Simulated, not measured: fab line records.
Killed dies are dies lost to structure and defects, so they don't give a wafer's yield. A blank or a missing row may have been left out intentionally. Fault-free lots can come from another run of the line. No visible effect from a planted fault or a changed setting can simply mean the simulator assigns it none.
fab line records	flow n5-finfet	part 2 of 2: steps 9 to 9 of 9
record: lots: 7	wafers: 20	last-day: 19
route steps=1938 shown BEOL_M14@1747 BEOL_M15@1830 PASSIVATION@1936
lots that met no fault: taken from a fault-free run of the same line
start-h: hours from the record's first day to the start of the lot's first wafer shown	wait-h: time in hours since the lot's previous step	" identical to the entry in the row above	L1.1+2: a single row standing in for several wafers	- value missing, or start not given	* or withheld: withheld	< > ~ a bound
route shown NAME@n: names a module that has steps shown in the file, with the first one's number in the route	usual: mean/standard deviation taken from wafers without a fault	same: alike in all rows	chamber/n: place in a boat	sites: the reading at each site	_std_site: their standard deviation	_edge_site: outer sites' mean less inner sites'	radius-mm: how far each site lies from the wafer's centre	mask NAME#n: copy n	behind: the tool/chamber that last shaped the wafer	hold: reason for holding the lot/hours on hold/outcome of the hold	device: which transistor (n, p or np) failed to switch	end of line: the tests these same wafers got at the end of their route	for a step that has no rows: nothing shown but its recipe	killed: not the wafer's yield, but the dies lost to structure and defects at the first sort	map: a wafer's dies, x killed, . not, _ none there
set.NAME: the setting that was run; set.NAME@STEP: the one run at that earlier step	model.NAME: the simulator's own value behind a step, which no gauge read
route steps across a sampled set of lots; one table per step, one row per wafer
services: the hour from which a tool's chamber was out of use, counted from the record's first day as start-h (under 0 if before that day), plus the number of hours and why
== steps ==
step: N5_PASSIVATION_PROBE_49
usual: defect-limited-yield: 91.3/1.3	killed_at_M0_to_M3: 34/9.1	killed_at_M4_up: 14/5.6	killed-at-contacts: 13/5.9	killed-at-front-end: 39/11	killed-at-other: 3.6/3	killed-dies: 102/16	killed-open: 68/12	killed-short: 33/7.3	sort_bin_5_function: 5.2/0.89	sort_bin_6_memory: 3.2/0.68	sort-n-pass: 1078/16	sort-yield-pct: 91.3/1.3
same: gross-dies: 1180	killed-at-back-side: 0	sort_bin_4_leakage[%]: 0	sort_bin_8_speed[%]: 0
lot.wafer	tool	chamber	start-h	wait-h	defect-limited-yield[%]	killed_at_M0_to_M3	killed_at_M4_up	killed-at-contacts	killed-at-front-end	killed-at-other	killed-dies	killed-open	killed-short	sort_bin_5_function[%]	sort_bin_6_memory[%]	sort-n-pass	sort-yield-pct[%]
L507.3	prober-02	-	313.52	0.1	91.9	28	8	5	47	8	96	60	34	4.7	3.4	1084	91.9
L507.4	prober-02	-	313.57	0.2	90.3	37	11	8	52	6	114	71	42	6.4	2.9	1066	90.3
L507.6	prober-02	-	313.67	0.3	89.9	40	16	13	48	2	119	85	33	5.3	4.5	1061	89.9
L509.1	prober-02	-	319.29	0.0	90.3	44	18	6	46	1	115	68	45	6.1	2.8	1065	90.3
L509.3	prober-02	-	319.39	0.1	91.5	25	7	1	60	7	100	61	38	4.8	3.2	1080	91.5
L509.5	prober-02	-	319.49	0.2	90.8	35	15	5	51	3	109	64	34	5.3	2.8	1071	90.8
L511.2	prober-01	-	341.79	0.1	88.6	50	13	18	52	2	135	89	44	6.6	4.4	1045	88.6
L511.4	prober-01	-	341.89	0.2	88.4	43	15	16	58	5	137	79	45	6.9	3.5	1043	88.4
L519.1	prober-01	-	397.93	0.0	90.7	53	21	4	30	2	110	70	39	5.4	3.4	1070	90.7
L519.3	prober-01	-	398.03	0.1	90.1	57	15	14	31	0	117	85	31	5.5	4.0	1063	90.1
L519.4	prober-01	-	398.08	0.2	90.7	42	18	12	29	9	110	79	28	5.8	3.1	1070	90.7
L521.1	prober-02	-	416.10	0.0	92.9	24	16	12	29	3	84	49	35	4.6	2.1	1096	92.9
L521.2	prober-02	-	416.15	0.1	91.4	23	17	7	54	0	101	66	30	4.7	3.2	1079	91.4
L521.4	prober-02	-	416.25	0.2	91.4	46	7	9	39	0	101	64	36	5.7	2.7	1079	91.4
L525.2	prober-02	-	439.32	0.1	91.6	49	7	13	27	3	99	73	24	4.4	3.8	1081	91.6
L525.5	prober-02	-	439.47	0.2	92.4	23	11	15	38	3	90	68	21	4.9	2.5	1090	92.4
L525.6	prober-02	-	439.52	0.3	92.2	27	7	28	23	7	92	59	33	4.5	3.0	1088	92.2
L527.1	prober-01	-	450.94	0.0	90.5	29	16	12	45	10	112	66	45	5.7	3.6	1068	90.5
L527.2	prober-01	-	450.99	0.1	90.8	30	18	13	45	2	108	66	37	5.5	3.2	1072	90.8
L527.6	prober-01	-	451.19	0.3	90.7	41	11	11	40	7	110	80	29	5.1	3.8	1070	90.7
killed by level:class
L507.3 STI_FIN_REVEAL:geometric-particle:open=15 GATE_CUT:geometric-particle:short=8 STI_FIN_REVEAL:geometric-particle:short=7 BEOL_M0_SAQP:geometric-particle:open=5 BEOL_M1:geometric-particle:open=5 BEOL_M3:geometric-particle:open=5 DUMMY_GATE:geometric-particle:open=4 BEOL_M2:geometric-particle:open=4
L507.4 FIN_SAQP:geometric-particle:short=12 STI_FIN_REVEAL:geometric-particle:open=12 BEOL_M1:geometric-particle:open=8 BEOL_M2:geometric-particle:open=8 FIN_SAQP:geometric-particle:open=7 MOL_CONTACT_COAG:geometric-particle:open=7 BEOL_M3:geometric-particle:open=6 BEOL_M0_SAQP:geometric-particle:short=5
L507.6 BEOL_M2:geometric-particle:open=11 BEOL_M4:geometric-particle:open=11 STI_FIN_REVEAL:geometric-particle:open=10 GATE_CUT:geometric-particle:short=10 MOL_CONTACT_COAG:geometric-particle:open=10 GATE_CUT:geometric-particle:open=9 BEOL_M3:geometric-particle:open=7 BEOL_M0_SAQP:geometric-particle:open=6
L509.1 FIN_SAQP:geometric-particle:short=14 BEOL_M0_SAQP:geometric-particle:short=14 BEOL_M0_SAQP:geometric-particle:open=13 FIN_SAQP:geometric-particle:open=8 BEOL_M4:geometric-particle:open=8 BEOL_M1:geometric-particle:open=6 STI_FIN_REVEAL:geometric-particle:open=5 GATE_CUT:geometric-particle:open=5
L509.3 STI_FIN_REVEAL:geometric-particle:open=14 FIN_SAQP:geometric-particle:short=13 BEOL_M1:geometric-particle:open=7 ILD0:geometric-particle:short=6 FIN_SAQP:geometric-particle:open=4 STI_FIN_REVEAL:geometric-particle:short=4 GATE_CUT:geometric-particle:short=4 BEOL_M0_SAQP:geometric-particle:short=4
L509.5 STI_FIN_REVEAL:geometric-particle:open=10 HKMG_FIN:area-etch=10 FIN_SAQP:geometric-particle:open=9 FIN_SAQP:geometric-particle:short=9 BEOL_M0_SAQP:geometric-particle:open=8 BEOL_M0_SAQP:geometric-particle:short=7 BEOL_M4:geometric-particle:open=7 MOL_CONTACT_COAG:geometric-particle:open=5
L511.2 MOL_CONTACT_COAG:geometric-particle:open=16 FIN_SAQP:geometric-particle:open=14 BEOL_M0_SAQP:geometric-particle:open=12 BEOL_M3:geometric-particle:open=11 FIN_SAQP:geometric-particle:short=8 BEOL_M2:geometric-particle:open=8 GATE_CUT:geometric-particle:short=7 BEOL_M0_SAQP:geometric-particle:short=7
L511.4 MOL_CONTACT_COAG:geometric-particle:open=14 HKMG_FIN:area-etch=12 BEOL_M0_SAQP:geometric-particle:open=11 BEOL_M3:geometric-particle:open=11 BEOL_M0_SAQP:geometric-particle:short=9 FIN_SAQP:geometric-particle:short=8 GATE_CUT:geometric-particle:short=8 FIN_SAQP:geometric-particle:open=7
L519.1 BEOL_M0_SAQP:geometric-particle:open=17 BEOL_M0_SAQP:geometric-particle:short=14 BEOL_M4:geometric-particle:open=13 FIN_SAQP:geometric-particle:open=6 FIN_SAQP:geometric-particle:short=6 BEOL_M2:geometric-particle:open=6 BEOL_M1:geometric-particle:open=4 BEOL_M2:geometric-particle:short=4
L519.3 BEOL_M0_SAQP:geometric-particle:open=23 BEOL_M2:geometric-particle:open=12 MOL_CONTACT_COAG:geometric-particle:open=11 BEOL_M4:geometric-particle:open=9 BEOL_M0_SAQP:geometric-particle:short=8 STI_FIN_REVEAL:geometric-particle:open=7 BEOL_M3:geometric-particle:open=6 DUMMY_GATE:geometric-particle:open=5
L519.4 BEOL_M0_SAQP:geometric-particle:open=14 MOL_CONTACT_COAG:geometric-particle:open=12 BEOL_M4:geometric-particle:open=11 BEOL_M2:geometric-particle:open=8 BEOL_M3:geometric-particle:open=6 STI_FIN_REVEAL:geometric-particle:open=4 BEOL_M0_SAQP:geometric-particle:short=4 FIN_SAQP:geometric-particle:open=3
L521.1 BEOL_M3:geometric-particle:open=11 MOL_CONTACT_COAG:geometric-particle:open=9 BEOL_M4:geometric-particle:open=8 FIN_SAQP:geometric-particle:short=6 BEOL_M0_SAQP:geometric-particle:short=5 STI_FIN_REVEAL:geometric-particle:open=4 BEOL_M4:geometric-particle:short=4 STI_FIN_REVEAL:geometric-particle:short=3
L521.2 STI_FIN_REVEAL:geometric-particle:open=22 FIN_SAQP:geometric-particle:open=8 BEOL_M0_SAQP:geometric-particle:short=8 MOL_CONTACT_COAG:geometric-particle:open=7 STI_FIN_REVEAL:geometric-particle:short=6 BEOL_M8:geometric-particle:open=5 BEOL_M3:geometric-particle:open=5 HKMG_FIN:area-etch=5
L521.4 BEOL_M0_SAQP:geometric-particle:short=15 BEOL_M0_SAQP:geometric-particle:open=12 FIN_SAQP:geometric-particle:open=11 DUMMY_GATE:geometric-particle:open=8 MOL_CONTACT_COAG:geometric-particle:open=7 BEOL_M3:geometric-particle:open=6 FIN_SAQP:geometric-particle:short=5 BEOL_M1:geometric-particle:short=4
L525.2 BEOL_M2:geometric-particle:open=18 BEOL_M3:geometric-particle:open=13 MOL_CONTACT_COAG:geometric-particle:open=12 STI_FIN_REVEAL:geometric-particle:open=8 FIN_SAQP:geometric-particle:short=7 BEOL_M0_SAQP:geometric-particle:open=6 BEOL_M1:geometric-particle:open=4 BEOL_M3:geometric-particle:short=4
L525.5 MOL_CONTACT_COAG:geometric-particle:open=13 FIN_SAQP:geometric-particle:open=10 STI_FIN_REVEAL:geometric-particle:open=7 BEOL_M4:geometric-particle:open=6 BEOL_M1:geometric-particle:open=6 FIN_SAQP:geometric-particle:short=5 ILD0:geometric-particle:open=4 BEOL_M0_SAQP:geometric-particle:open=4
L525.6 MOL_CONTACT_COAG:geometric-particle:open=24 BEOL_M3:geometric-particle:open=8 BEOL_M0_SAQP:geometric-particle:short=5 FIN_SAQP:geometric-particle:open=4 ILD0:geometric-particle:open=4 MOL_CONTACT_COAG:geometric-particle:short=4 BEOL_M1:geometric-particle:open=4 STARTING-WAFER:geometric-particle:short=4
L527.1 GATE_CUT:geometric-particle:short=9 MOL_CONTACT_COAG:geometric-particle:open=9 STI_FIN_REVEAL:geometric-particle:open=8 FIN_SAQP:geometric-particle:short=7 BEOL_M3:geometric-particle:open=7 BEOL_M0_SAQP:geometric-particle:short=7 BEOL_M4:geometric-particle:open=7 DUMMY_GATE:geometric-particle:open=5
L527.2 BEOL_M4:geometric-particle:open=10 STI_FIN_REVEAL:geometric-particle:open=9 BEOL_M0_SAQP:geometric-particle:short=9 FIN_SAQP:geometric-particle:open=7 GATE_CUT:geometric-particle:short=7 MOL_CONTACT_COAG:geometric-particle:open=7 GATE_CUT:geometric-particle:open=6 MOL_CONTACT_COAG:geometric-particle:short=6
L527.6 BEOL_M0_SAQP:geometric-particle:open=11 MOL_CONTACT_COAG:geometric-particle:open=10 BEOL_M3:geometric-particle:open=10 FIN_SAQP:geometric-particle:open=8 STI_FIN_REVEAL:geometric-particle:open=8 GATE_CUT:geometric-particle:short=8 BEOL_M2:geometric-particle:open=5 GATE_CUT:geometric-particle:open=4
== services ==
tool	chamber	start-h	hours	kind
rie-diel-05	1	364.60	-	clean
rie-diel-05	1	364.60	-	consumable-replace:focus-ring
rie-diel-05	1	364.60	27.4	scheduled-down
rie-diel-05	1	364.60	27.4	vent-cycle
